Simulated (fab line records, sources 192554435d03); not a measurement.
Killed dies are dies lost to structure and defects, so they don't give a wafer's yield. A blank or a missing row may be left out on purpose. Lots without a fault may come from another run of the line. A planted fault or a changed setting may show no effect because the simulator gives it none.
Split-lot experiment | flow n5_finfet | 7 lots, 21 wafers read, on a route of 1938 steps

THE SPLIT
At N5_BEOL_M9_COAT_22 (resist thk 30 nm), the setting spin_rpm was moved away from the recipe's 1500 rpm on 12 of the 21 wafers read, by -7.3% to +9.0%. The other wafers ran this setting at the recipe's value.

FROM THE SPLIT TO THE READING: what the file shows between them, 4 steps
- N5_BEOL_M9_EBR_24
- N5_BEOL_M9_SOFTBAKE_23: time 60 s
- N5_BEOL_M9_EXPOSE_25: exposes mask V8
- N5_BEOL_M9_PEB_26: peb time 60 s

THE READING
CAR-EUV_of_BEOL_M9_COAT_22.thk_nm (the simulator's own value, which no gauge read), in nm, at N5_BEOL_M9_DEVELOP_27 (develop time 30 s). The file gives no usual value for it. The 9 wafers here that ran the recipe average 29.7 nm, standard deviation 0.094 nm.

wafer  | tool, chamber at the split | spin_rpm as run, rpm | against the recipe | CAR-EUV_of_BEOL_M9_COAT_22.thk_nm, nm | against lot-mates on the recipe
L074.1 | litho_track-01, 0          | 1500                 | recipe             | 29.8                                  | -
L074.2 | litho_track-01, 0          | 1500                 | recipe             | 29.8                                  | -
L074.3 | litho_track-01, 0          | 1500                 | recipe             | 29.6                                  | -
L075.1 | litho_track-01, 0          | 1427                 | -4.9%              | 30.4                                  | +0.8
L075.3 | litho_track-01, 0          | 1427                 | -4.9%              | 30.6                                  | +1.0
L075.5 | litho_track-01, 0          | 1500                 | recipe             | 29.6                                  | -
L081.2 | litho_track-01, 0          | 1413                 | -5.8%              | 30.4                                  | +0.8
L081.3 | litho_track-01, 0          | 1500                 | recipe             | 29.6                                  | -
L081.4 | litho_track-01, 0          | 1500                 | recipe             | 29.6                                  | -
L084.3 | litho_track-02, 0          | 1390                 | -7.3%              | 30.8                                  | +1.2
L084.4 | litho_track-02, 0          | 1390                 | -7.3%              | 30.8                                  | +1.2
L084.6 | litho_track-02, 0          | 1500                 | recipe             | 29.6                                  | -
L085.1 | litho_track-01, 0          | 1585                 | +5.7%              | 28.8                                  | -0.8
L085.6 | litho_track-01, 0          | 1585                 | +5.7%              | 28.8                                  | -0.8
L085.2 | litho_track-01, 0          | 1500                 | recipe             | 29.6                                  | -
L092.2 | litho_track-01, 0          | 1553                 | +3.5%              | 29                                    | no lot-mate on the recipe
L092.3 | litho_track-01, 0          | 1553                 | +3.5%              | 29                                    | no lot-mate on the recipe
L092.5 | litho_track-01, 0          | 1553                 | +3.5%              | 29                                    | no lot-mate on the recipe
L094.2 | litho_track-02, 0          | 1635                 | +9.0%              | 28.4                                  | -1.4
L094.6 | litho_track-02, 0          | 1635                 | +9.0%              | 28.4                                  | -1.4
L094.3 | litho_track-02, 0          | 1500                 | recipe             | 29.8                                  | -

THE FIT
A straight line over all 21 wafers: CAR-EUV_of_BEOL_M9_COAT_22.thk_nm changes by -0.152 nm for each +1% of spin_rpm; r = -0.99; the points scatter about the line by 0.11 nm.
The same after taking each lot's own level away (the mean of its wafers on the recipe; 18 wafers): -0.157 nm for each +1%; r = -0.99; scatter 0.081 nm.
On that fit, the largest move of spin_rpm shifts the reading by 1.4 nm.
The lots' own levels span 29.60 to 29.80 nm, that is 2.1 times the standard deviation above.
So the lot-to-lot level changes the slope little: the two slopes agree.
Check: with one of the wafers moved furthest among these (+9.0%) left out of the fit, the line predicts -1.39 nm for it against its lot-mates. It came out at -1.4 nm against them.

OTHER SPLITS ON THESE WAFERS
These wafers also went through other splits before the reading. Each is held against what the fit with the lots' levels taken away leaves over:
other split on the same wafers   | wafers away from the commonest value | r with CAR-EUV_of_BEOL_M9_COAT_22.thk_nm (lot level and that fit taken away)
N5_BEOL_M8_TRENCH_ETCH_37 time_s | 4                                    | +0.72

THE WHOLE CHAIN: every reading that the file lists as answering this split, in the file's order
step                  | what it does      | reading                                                                            | change (the file's fit)               | r (the file's)
N5_BEOL_M9_COAT_22    | resist thk 30 nm  | CAR-EUV_of_BEOL_M9_COAT_22.thk_nm (the simulator's own value, which no gauge read) | -0.154 nm for each +1% of the setting | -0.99
N5_BEOL_M9_DEVELOP_27 | develop time 30 s | CAR-EUV_of_BEOL_M9_COAT_22.thk_nm (the simulator's own value, which no gauge read) | -0.156 nm for each +1% of the setting | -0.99

THE FILE'S OWN FIT
CAR-EUV_of_BEOL_M9_COAT_22.thk_nm changes by -0.156 nm for each +1% of spin_rpm, r = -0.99.
